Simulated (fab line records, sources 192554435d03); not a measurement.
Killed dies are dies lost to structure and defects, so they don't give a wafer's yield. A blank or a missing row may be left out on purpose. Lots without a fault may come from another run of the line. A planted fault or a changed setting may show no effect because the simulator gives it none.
Which tool did it? | flow n5_finfet | 9 lots, 27 wafers sampled, at 6 steps of a route of 1938

WHAT THE GAUGES READ, wafer by wafer
N5_FIN_SAQP_CD_MEAS_27: target cd 20 nm. Usual: cd_nm 20.30 nm, standard deviation 0.23.
lot  | measured    | on        | cd_nm (nm)        | flag
L160 | day 2 02:16 | cd_sem-02 | 20.48 19.97 20.21 |
L166 | day 3 13:49 | cd_sem-03 | 20.66 20.23 20.38 |
L167 | day 3 19:22 | cd_sem-02 | 20.30 20.38 20.36 |
L171 | day 4 19:17 | cd_sem-01 | 19.90 20.23 20.35 |
L173 | day 5 07:12 | cd_sem-01 | 20.12 20.22 20.22 |
L175 | day 5 18:20 | cd_sem-02 | 17.82 19.97 17.57 | OFF
L176 | day 6 01:23 | cd_sem-03 | 20.43 20.52 20.61 |
L177 | day 6 06:04 | cd_sem-03 | 20.40 20.20 20.14 |
L183 | day 7 18:51 | cd_sem-01 | 20.63 20.27 20.39 |

N5_BEOL_M4_RC_MEAS_101. Usual: DIBL_N 35.9 mV/V, standard deviation 1.9; DIBL_P 35.8 mV/V, standard deviation 2.4; IOFF_N 0.15 nA/um, standard deviation 0.031; IOFF_P 0.21 nA/um, standard deviation 0.037; ION_N 672 uA/um, standard deviation 13; ION_P 462 uA/um, standard deviation 8.3; SS_N 71.5 mV/dec, standard deviation 0.72; SS_P 73.2 mV/dec, standard deviation 0.67; VT_N 250 mV, standard deviation 3.4; VT_P -250 mV, standard deviation 3.4.
lot  | measured     | on        | DIBL_N (mV/V)  | DIBL_P (mV/V)  | IOFF_N (nA/um) | IOFF_P (nA/um) | ION_N (uA/um) | ION_P (uA/um) | SS_N (mV/dec)  | SS_P (mV/dec)  | VT_N (mV)   | VT_P (mV)      | flag
L160 | day 7 22:57  | prober-02 | 37.0 36.5 36.5 | 37.6 35.3 36.1 | 0.15 0.13 0.13 | 0.22 0.18 0.19 | 676 657 660   | 466 450 457   | 71.2 71.2 71.4 | 73.8 73.2 72.7 | 250 253 252 | -250 -253 -251 |
L166 | day 9 12:15  | prober-02 | 35.1 37.4 38.2 | 36.0 37.4 37.8 | 0.15 0.18 0.18 | 0.20 0.23 0.24 | 675 683 668   | 460 466 467   | 71.0 71.9 73.1 | 73.3 74.1 73.8 | 249 248 248 | -250 -251 -249 |
L167 | day 9 11:01  | prober-02 | 35.9 33.1 36.3 | 36.7 32.7 36.9 | 0.16 0.11 0.17 | 0.22 0.16 0.22 | 684 657 678   | 462 456 460   | 70.7 70.2 71.2 | 73.4 71.7 73.2 | 248 252 247 | -252 -254 -248 |
L171 | day 11 04:35 | prober-02 | 37.5 36.8 39.8 | 36.0 35.3 39.6 | 0.17 0.16 0.23 | 0.22 0.21 0.31 | 689 670 699   | 475 464 482   | 71.7 71.8 72.4 | 72.8 72.9 73.8 | 248 248 243 | -247 -246 -241 |
L173 | day 11 05:10 | prober-01 | 36.8 35.0 34.6 | 38.0 35.3 36.1 | 0.17 0.14 0.14 | 0.24 0.20 0.21 | 676 655 679   | 465 459 470   | 71.6 71.8 71.0 | 73.1 73.2 73.0 | 249 253 249 | -245 -247 -246 |
L175 | day 11 16:10 | prober-01 | 38.7 38.1 36.4 | 40.9 38.9 37.9 | 0.24 0.21 0.17 | 0.30 0.25 0.22 | 691 670 684   | 472 463 469   | 72.6 72.7 71.6 | 73.3 72.8 74.0 | 244 247 251 | -245 -244 -247 |
L176 | day 12 00:19 | prober-01 | 35.3 35.6 34.8 | 36.0 35.1 35.6 | 0.14 0.14 0.13 | 0.21 0.19 0.20 | 675 669 666   | 473 460 461   | 70.9 70.4 71.4 | 73.6 73.2 72.9 | 251 252 254 | -248 -250 -251 |
L177 | day 11 21:08 | prober-02 | 39.6 38.2 36.8 | 39.5 36.9 36.1 | 0.21 0.18 0.16 | 0.29 0.24 0.22 | 684 682 674   | 476 469 464   | 71.4 72.2 71.6 | 74.8 73.5 73.5 | 243 247 248 | -247 -251 -249 |
L183 | day 14 01:53 | prober-02 | 34.6 36.8 36.9 | 33.6 35.7 35.7 | 0.13 0.17 0.16 | 0.20 0.23 0.23 | 674 690 682   | 473 475 473   | 70.6 71.4 71.3 | 72.7 73.0 72.5 | 250 249 253 | -251 -247 -247 |

WHICH TOOL RAN EACH LOT (tool, then ch and the chambers of the sampled wafers, then the start)
lot  | N5_PMOS_HMC_CHANNEL_EPI_ETCH_38 | N5_FIN_SAQP_DESCUM_21             | N5_FIN_SAQP_SPACER1_ALD_24       | N5_FIN_SAQP_RECESS_63
L160 | rie_si-04 ch 1,2,3, day 1 19:43 | rie_diel-05 ch 0,1,3, day 1 23:58 | ald_sin-03 ch 1,2,3, day 2 01:21 | vapor_etch-02 ch 0,1, day 2 02:38
L166 | rie_si-04 ch 0,3, day 3 07:31   | rie_diel-05 ch 2,3, day 3 11:48   | ald_sin-01 ch 0,1,2, day 3 12:53 | vapor_etch-01 ch 0,1, day 3 14:11
L167 | rie_si-02 ch 1,2,3, day 3 13:08 | rie_diel-04 ch 0,3, day 3 17:22   | ald_sin-01 ch 0,1,2, day 3 18:28 | vapor_etch-01 ch 0,1, day 3 19:39
L171 | rie_si-04 ch 1,2,3, day 4 11:53 | rie_diel-05 ch 0,1,2, day 4 15:53 | ald_sin-01 ch 0,1,3, day 4 18:19 | vapor_etch-01 ch 0,1, day 4 19:33
L173 | rie_si-02 ch 2,3, day 5 00:38   | rie_diel-05 ch 0,2,3, day 5 05:04 | ald_sin-02 ch 0,1, day 5 06:16   | vapor_etch-01 ch 0,1, day 5 07:35
L175 | rie_si-01 ch 0,2,3, day 5 12:05 | rie_diel-06 ch 0,2,3, day 5 16:15 | ald_sin-01 ch 0,2,3, day 5 17:25 | vapor_etch-02 ch 0,1, day 5 18:38
L176 | rie_si-04 ch 0,1, day 5 18:23   | rie_diel-04 ch 1,2, day 5 22:58   | ald_sin-02 ch 0,1,3, day 6 00:04 | vapor_etch-02 ch 0,1, day 6 01:49
L177 | rie_si-04 ch 0,1,2, day 5 23:52 | rie_diel-06 ch 0,2, day 6 03:52   | ald_sin-03 ch 0,2, day 6 05:09   | vapor_etch-02 ch 0,1, day 6 06:21
L183 | rie_si-01 ch 1,2,3, day 7 12:04 | rie_diel-04 ch 2,3, day 7 15:53   | ald_sin-02 ch 0,2,3, day 7 17:56 | vapor_etch-01 ch 0,1, day 7 19:14
- N5_PMOS_HMC_CHANNEL_EPI_ETCH_38: etches SiO2 in CF4, target depth 1.5 nm.
- N5_FIN_SAQP_DESCUM_21: chemistry O2, time 7.9 s.
- N5_FIN_SAQP_SPACER1_ALD_24: deposits SiO2, target thk 20.3 nm, pulse time 1 s, purge time 2 s.
- N5_FIN_SAQP_RECESS_63: chemistry HF/NH3, target SiO2, target depth 18 nm, afs cycles 3, sublimation time 60 s.

WHAT THE TOOLS THEMSELVES READ (means of the sampled wafers that have a number; where no wafer has one, the mark that the record gives instead)
N5_PMOS_HMC_CHANNEL_EPI_ETCH_38. Usual: cf4_flow_sccm 79.99 sccm, standard deviation 0.22; drypump_motor_current_A 5.6 A, standard deviation 0.43; oes_product_au 0.999 a.u., standard deviation 0.02; throttle_valve_pct 21.77 %, standard deviation 0.26.
lot  | tool      | cf4_flow_sccm (sccm) | drypump_motor_current_A (A) | oes_product_au (a.u.) | throttle_valve_pct (%) | flag
L160 | rie_si-04 | 79.73                | 5.8                         | 0.996                 | 21.74                  |
L166 | rie_si-04 | 80.15                | 5.7                         | 1.015                 | 21.84                  |
L167 | rie_si-02 | 80.15                | 5.9                         | 1.003                 | 21.81                  |
L171 | rie_si-04 | 79.94                | 5.8                         | 1.005                 | 21.74                  |
L173 | rie_si-02 | 79.91                | 6.0                         | 1.001                 | 21.88                  |
L175 | rie_si-01 | 79.97                | 5.0                         | 1.010                 | 21.86                  |
L176 | rie_si-04 | 80.13                | 6.1                         | 1.012                 | 21.86                  |
L177 | rie_si-04 | 80.05                | 5.9                         | 0.992                 | 21.61                  |
L183 | rie_si-01 | 80.13                | 5.1                         | 1.003                 | 21.69                  |

N5_FIN_SAQP_DESCUM_21. Usual: bias_power_w 20.01 W, standard deviation 0.064; drypump_motor_current_A 5.7 A, standard deviation 0.52; oes_product_au 0.77 a.u., standard deviation 0.074; rf_vpp_V 242.9 V, standard deviation 1.4; showerhead_plenum_p_Torr 2.08 Torr, standard deviation 0.077; throttle_valve_pct 20.53 %, standard deviation 0.16.
lot  | tool        | bias_power_w (W) | drypump_motor_current_A (A) | oes_product_au (a.u.) | rf_vpp_V (V) | showerhead_plenum_p_Torr (Torr) | throttle_valve_pct (%) | flag
L160 | rie_diel-05 | 19.98            | 5.8                         | 0.80                  | 242.4        | 2.07                            | 20.55                  |
L166 | rie_diel-05 | 20.01            | 5.8                         | 0.81                  | 243.0        | 2.11                            | 20.39                  |
L167 | rie_diel-04 | 20.00            | 5.7                         | 0.77                  | 244.6        | 2.13                            | 20.53                  |
L171 | rie_diel-05 | 20.05            | 6.1                         | 0.79                  | 242.3        | 2.06                            | 20.53                  |
L173 | rie_diel-05 | 19.99            | 5.9                         | 0.79                  | 243.1        | 2.10                            | 20.49                  |
L175 | rie_diel-06 | 20.00            | 5.7                         | 0.78                  | 243.1        | 2.09                            | 20.44                  |
L176 | rie_diel-04 | 20.05            | 5.5                         | 0.85                  | 244.3        | 2.14                            | 20.55                  |
L177 | rie_diel-06 | 20.00            | 5.8                         | 0.86                  | 243.3        | 2.12                            | 20.30                  |
L183 | rie_diel-04 | 20.05            | 4.9                         | 0.73                  | 242.7        | 2.06                            | 20.65                  |

N5_FIN_SAQP_SPACER1_ALD_24. Usual: heater_power_w 460 W, standard deviation 38; precursor_pulse_height_rel 0.998, standard deviation 0.019.
lot  | tool       | heater_power_w (W) | precursor_pulse_height_rel | flag
L160 | ald_sin-03 | 490                | 1.016                      |
L166 | ald_sin-01 | 432                | 0.988                      |
L167 | ald_sin-01 | 425                | 1.000                      |
L171 | ald_sin-01 | 436                | 1.003                      |
L173 | ald_sin-02 | 463                | 0.995                      |
L175 | ald_sin-01 | 417                | 0.989                      |
L176 | ald_sin-02 | 469                | 1.007                      |
L177 | ald_sin-03 | 523                | 1.011                      |
L183 | ald_sin-02 | 461                | 1.004                      |

N5_FIN_SAQP_RECESS_63. Usual: drypump_motor_current_A 5.6 A, standard deviation 0.62; sublimation_temp_c 180.02 C, standard deviation 0.15.
lot  | tool          | drypump_motor_current_A (A) | sublimation_temp_c (C) | flag
L160 | vapor_etch-02 | 5.4                         | 180.14                 |
L166 | vapor_etch-01 | 6.0                         | 180.00                 |
L167 | vapor_etch-01 | 5.9                         | 180.09                 |
L171 | vapor_etch-01 | 6.0                         | 180.05                 |
L173 | vapor_etch-01 | 5.4                         | 179.98                 |
L175 | vapor_etch-02 | 5.7                         | 180.04                 |
L176 | vapor_etch-02 | 5.4                         | 180.07                 |
L177 | vapor_etch-02 | 5.4                         | 180.06                 |
L183 | vapor_etch-01 | 5.9                         | 179.98                 |

THE ANSWER, worked out from the rows above alone
Rule: a lot is off if the mean of its wafers that have a number lies more than 3 standard deviations from the usual mean. A lot without any number at a reading at which 4 lots or more have one is off too. The other lots that the step has rows for count as sound. The gauges are gone through in route order, then the tools' own readings, and for those a lot's mean is taken as printed above. The first step at which some lot is off is used, and at that step the reading that is off furthest; a lot without a number counts as furthest.
Off: L175, at N5_FIN_SAQP_CD_MEAS_27 (cd_nm).
A tool fits if, at a process step before that reading, it ran every lot that is off, and no sound lot after the first of them. The gauges at N5_FIN_SAQP_CD_MEAS_27 are tried like those tools. Can't be told from this: 2 tools fit, ald_sin-01 at N5_FIN_SAQP_SPACER1_ALD_24, cd_sem-02 at N5_FIN_SAQP_CD_MEAS_27.

WHAT THE SIMULATOR HAD PUT IN
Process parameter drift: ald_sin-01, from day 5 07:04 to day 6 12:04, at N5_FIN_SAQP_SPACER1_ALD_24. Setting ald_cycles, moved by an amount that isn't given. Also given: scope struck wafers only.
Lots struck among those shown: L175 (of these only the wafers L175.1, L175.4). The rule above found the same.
